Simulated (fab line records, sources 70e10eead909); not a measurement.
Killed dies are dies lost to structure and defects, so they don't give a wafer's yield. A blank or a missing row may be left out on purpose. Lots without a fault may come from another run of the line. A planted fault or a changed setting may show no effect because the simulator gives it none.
Which tool did it? | flow nand_harc | 24 lots, 72 wafers sampled, at 4 steps of a route of 1302

WHAT THE GAUGES READ, wafer by wafer
NHARC_P_ZERO_WELL_INSPECT_43. Usual: raw_defect_count 14, standard deviation 6.4.
lot  | measured     | on                | raw_defect_count | flag
L074 | day 2 03:51  | defect_inspect-01 | 9 26 12          |
L075 | day 2 13:39  | defect_inspect-02 | 15 15 29         |
L076 | day 2 23:38  | defect_inspect-01 | 19 24 24         |
L077 | day 3 09:46  | defect_inspect-01 | 6 30 11          |
L078 | day 3 19:40  | defect_inspect-01 | 8 17 12          |
L079 | day 4 07:28  | defect_inspect-01 | 23 12 25         |
L080 | day 4 15:34  | defect_inspect-01 | 11 11 7          |
L081 | day 5 01:33  | defect_inspect-02 | 5 10 8           |
L082 | day 5 11:32  | defect_inspect-01 | 10 6 17          |
L083 | day 5 21:40  | defect_inspect-02 | 9 20 13          |
L084 | day 6 09:11  | defect_inspect-02 | 19 17 13         |
L085 | day 6 17:44  | defect_inspect-01 | 27 6 14          |
L086 | day 7 03:29  | defect_inspect-01 | 8 16 16          |
L087 | day 7 14:13  | defect_inspect-02 | 15 9 9           |
L088 | day 7 23:32  | defect_inspect-01 | 8 12 8           |
L089 | day 8 10:05  | defect_inspect-01 | 18 19 10         |
L090 | day 8 19:34  | defect_inspect-02 | 5 13 1           |
L091 | day 9 05:38  | defect_inspect-01 | 17 20 9          |
L092 | day 9 15:32  | defect_inspect-01 | 13 11 19         |
L093 | day 10 01:29 | defect_inspect-02 | 12 20 11         |
L094 | day 10 13:13 | defect_inspect-02 | 15 24 19         |
L095 | day 10 21:35 | defect_inspect-02 | 15 15 19         |
L096 | day 11 07:30 | defect_inspect-01 | 20 12 7          |
L097 | day 11 17:30 | defect_inspect-02 | 25 14 25         |

NHARC_P_CONTACT_CD_MEAS_19. Usual: cd_nm 90.0 nm, standard deviation 1.6.
lot  | measured     | on        | cd_nm (nm)     | flag
L074 | day 6 07:47  | cd_sem-01 | 90.8 90.7 89.4 |
L075 | day 6 10:09  | cd_sem-02 | 88.7 87.9 90.3 |
L076 | day 6 17:56  | cd_sem-01 | 89.4 89.2 92.5 |
L077 | day 7 02:35  | cd_sem-01 | 91.5 89.9 92.5 |
L078 | day 7 12:22  | cd_sem-03 | 89.6 89.8 90.4 |
L079 | day 8 07:55  | cd_sem-01 | 89.8 90.1 87.2 |
L080 | day 8 12:13  | cd_sem-01 | 89.4 87.3 89.0 |
L081 | day 8 19:01  | cd_sem-03 | 89.6 87.2 88.0 |
L082 | day 9 11:07  | cd_sem-02 | 86.7 90.6 89.3 |
L083 | day 9 20:06  | cd_sem-01 | 88.8 90.6 92.0 |
L084 | day 10 06:31 | cd_sem-01 | 90.9 91.9 89.1 |
L085 | day 10 13:01 | cd_sem-01 | 90.8 92.5 88.6 |
L086 | day 10 18:47 | cd_sem-02 | 87.2 88.3 89.0 |
L087 | day 11 05:44 | cd_sem-02 | 88.7 91.0 91.8 |
L088 | day 11 22:50 | cd_sem-02 | 91.0 88.8 92.9 |
L089 | day 12 11:32 | cd_sem-03 | 89.8 89.1 91.4 |
L090 | day 12 19:00 | cd_sem-03 | 92.3 91.0 91.2 |
L091 | day 12 23:06 | cd_sem-03 | 92.8 90.1 91.2 |
L092 | day 13 10:20 | cd_sem-03 | 89.3 89.5 89.0 |
L093 | day 13 20:36 | cd_sem-01 | 91.5 89.2 90.6 |
L094 | day 14 04:26 | cd_sem-01 | 90.0 89.8 90.7 |
L095 | day 14 13:41 | cd_sem-03 | 89.2 90.2 90.0 |
L096 | day 15 00:23 | cd_sem-03 | 90.3 89.4 87.8 |
L097 | day 15 13:41 | cd_sem-01 | 89.1 88.0 89.0 |

WHICH TOOL RAN EACH LOT (tool, then ch and the chambers of the sampled wafers, then the start)
lot  | NHARC_P_GATE_DESCUM_31             | NHARC_P_CONTACT_DEP_30
L074 | rie_diel-11 ch 0,2,3, day 5 11:02  | pecvd-02 ch 0,1, day 6 05:20
L075 | rie_diel-12 ch 2,3, day 5 13:11    | pecvd-02 ch 0,2, day 6 07:40
L076 | rie_diel-12 ch 0,2,3, day 5 20:43  | pecvd-04 ch 0,1, day 6 15:26
L077 | rie_diel-04 ch 1,2,3, day 6 05:19  | pecvd-04 ch 1,2, day 7 00:02
L078 | rie_diel-04 ch 1,2, day 6 15:26    | pecvd-02 ch 0,1,2, day 7 09:44
L079 | rie_diel-11 ch 0,2, day 7 11:02    | pecvd-02 ch 0,1, day 8 05:21
L080 | rie_diel-11 ch 0,1,2, day 7 14:34  | pecvd-03 ch 0,1,2, day 8 09:37
L081 | rie_diel-04 ch 0,1,3, day 7 21:52  | pecvd-03 ch 0,2, day 8 16:02
L082 | rie_diel-11 ch 0,1,3, day 8 14:15  | pecvd-04 ch 0,1,2, day 9 08:41
L083 | rie_diel-12 ch 0,1,3, day 8 20:19  | pecvd-03 ch 0,1,2, day 9 17:02
L084 | rie_diel-04 ch 1,2, day 9 07:22    | pecvd-02 ch 0,1,2, day 10 03:52
L085 | rie_diel-11 ch 0,2,3, day 9 16:02  | pecvd-04 ch 0,1, day 10 10:25
L086 | rie_diel-04 ch 0,1,3, day 9 21:43  | pecvd-04 ch 0,1, day 10 16:05
L087 | rie_diel-12 ch 1,2,3, day 10 08:45 | pecvd-03 ch 0,1,2, day 11 03:07
L088 | rie_diel-11 ch 1,2,3, day 11 01:50 | pecvd-03 ch 0,1,2, day 11 20:14
L089 | rie_diel-04 ch 0,3, day 11 13:31   | pecvd-02 ch 0,2, day 12 08:05
L090 | rie_diel-12 ch 1,2,3, day 11 21:59 | pecvd-02 ch 0,2, day 12 16:29
L091 | rie_diel-12 ch 1,2, day 12 02:20   | pecvd-02 ch 1,2, day 12 20:37
L092 | rie_diel-04 ch 0,2,3, day 12 13:19 | pecvd-03 ch 0,1, day 13 07:44
L093 | rie_diel-04 ch 2,3, day 12 21:25   | pecvd-02 ch 0,1,2, day 13 18:05
L094 | rie_diel-11 ch 0,3, day 13 07:23   | pecvd-04 ch 0,1, day 14 01:49
L095 | rie_diel-12 ch 1,2,3, day 13 16:54 | pecvd-03 ch 0,1, day 14 11:15
L096 | rie_diel-04 ch 2,3, day 14 03:25   | pecvd-03 ch 1,2, day 14 21:49
L097 | rie_diel-11 ch 0,1,2, day 14 16:49 | pecvd-03 ch 0,1,2, day 15 11:05
- NHARC_P_GATE_DESCUM_31: chemistry O2, time 3 s.
- NHARC_P_CONTACT_DEP_30: deposits SiNx, target thk 30 nm.

WHAT THE TOOLS THEMSELVES READ (means of the sampled wafers that have a number; where no wafer has one, the mark that the record gives instead)
NHARC_P_GATE_DESCUM_31. Usual: drypump_motor_current_A 5.5 A, standard deviation 0.48; o2_flow_sccm 200.0 sccm, standard deviation 0.57; oes_product_au 0.997 a.u., standard deviation 0.01; rf_vpp_V 57.7 V, standard deviation 1; showerhead_plenum_p_Torr 1.91 Torr, standard deviation 0.094; throttle_valve_pct 11.310 %, standard deviation 0.0076.
lot  | tool        | drypump_motor_current_A (A) | o2_flow_sccm (sccm) | oes_product_au (a.u.) | rf_vpp_V (V) | showerhead_plenum_p_Torr (Torr) | throttle_valve_pct (%) | flag
L074 | rie_diel-11 | 5.5                         | 199.0               | 0.988                 | 56.8         | 1.93                            | 11.313                 |
L075 | rie_diel-12 | 5.6                         | 200.2               | 0.998                 | 57.9         | 1.92                            | 11.308                 |
L076 | rie_diel-12 | 5.5                         | 199.7               | 0.996                 | 57.5         | 1.97                            | 11.312                 |
L077 | rie_diel-04 | 5.5                         | 199.8               | 1.013                 | 57.3         | 1.88                            | 11.310                 |
L078 | rie_diel-04 | 5.6                         | 199.8               | 1.016                 | 56.7         | 1.80                            | 11.313                 |
L079 | rie_diel-11 | 5.2                         | 200.3               | 0.985                 | 57.6         | 1.97                            | 11.316                 |
L080 | rie_diel-11 | 5.4                         | 199.4               | 0.997                 | 57.6         | 1.92                            | 11.301                 |
L081 | rie_diel-04 | 5.3                         | 200.5               | 1.003                 | 58.7         | 1.94                            | 11.298                 |
L082 | rie_diel-11 | 5.3                         | 200.5               | 0.988                 | 57.7         | 1.89                            | 11.310                 |
L083 | rie_diel-12 | 6.0                         | 199.9               | 0.989                 | 57.5         | 1.92                            | 11.306                 |
L084 | rie_diel-04 | 5.7                         | 200.8               | 1.005                 | 55.9         | 1.79                            | 11.309                 |
L085 | rie_diel-11 | 5.6                         | 199.8               | 0.985                 | 58.2         | 1.93                            | 11.311                 |
L086 | rie_diel-04 | 5.3                         | 200.0               | 0.998                 | 57.9         | 1.94                            | 11.310                 |
L087 | rie_diel-12 | 5.7                         | 200.1               | 0.994                 | 57.7         | 1.90                            | 11.309                 |
L088 | rie_diel-11 | 5.7                         | 200.2               | 0.993                 | 56.4         | 1.88                            | 11.305                 |
L089 | rie_diel-04 | 5.2                         | 200.3               | 0.997                 | 57.9         | 2.02                            | 11.310                 |
L090 | rie_diel-12 | 5.7                         | 200.1               | 1.004                 | 58.6         | 1.90                            | 11.311                 |
L091 | rie_diel-12 | 5.7                         | 200.4               | 0.999                 | 56.7         | 1.89                            | 11.311                 |
L092 | rie_diel-04 | 5.4                         | 199.7               | 0.995                 | 58.6         | 1.93                            | 11.308                 |
L093 | rie_diel-04 | 5.4                         | 200.2               | 0.992                 | 58.6         | 1.97                            | 11.312                 |
L094 | rie_diel-11 | 5.4                         | 200.7               | 0.978                 | 57.9         | 1.89                            | 11.314                 |
L095 | rie_diel-12 | 5.7                         | 200.0               | 0.997                 | 57.4         | 1.90                            | 11.309                 |
L096 | rie_diel-04 | 5.6                         | 200.1               | 1.001                 | 57.0         | 1.88                            | 11.310                 |
L097 | rie_diel-11 | 5.4                         | 199.8               | 0.988                 | 57.6         | 1.92                            | 11.306                 |

NHARC_P_CONTACT_DEP_30. Usual: heater_power_w 672 W, standard deviation 110.
lot  | tool     | heater_power_w (W) | flag
L074 | pecvd-02 | 568                |
L075 | pecvd-02 | 658                |
L076 | pecvd-04 | 680                |
L077 | pecvd-04 | 678                |
L078 | pecvd-02 | 682                |
L079 | pecvd-02 | 562                |
L080 | pecvd-03 | 645                |
L081 | pecvd-03 | 731                |
L082 | pecvd-04 | 612                |
L083 | pecvd-03 | 633                |
L084 | pecvd-02 | 679                |
L085 | pecvd-04 | 625                |
L086 | pecvd-04 | 673                |
L087 | pecvd-03 | 667                |
L088 | pecvd-03 | 674                |
L089 | pecvd-02 | 647                |
L090 | pecvd-02 | 707                |
L091 | pecvd-02 | 775                |
L092 | pecvd-03 | 634                |
L093 | pecvd-02 | 712                |
L094 | pecvd-04 | 691                |
L095 | pecvd-03 | 642                |
L096 | pecvd-03 | 647                |
L097 | pecvd-03 | 664                |

THE ANSWER, worked out from the rows above alone
Rule: a lot is off if the mean of its wafers that have a number lies more than 3 standard deviations from the usual mean. A lot without any number at a reading at which 4 lots or more have one is off too. The other lots that the step has rows for count as sound. The gauges are gone through in route order, then the tools' own readings, and for those a lot's mean is taken as printed above. The first step at which some lot is off is used, and at that step the reading that is off furthest; a lot without a number counts as furthest.
No lot is off at any reading shown: from this, nothing can be told.

WHAT THE SIMULATOR HAD PUT IN
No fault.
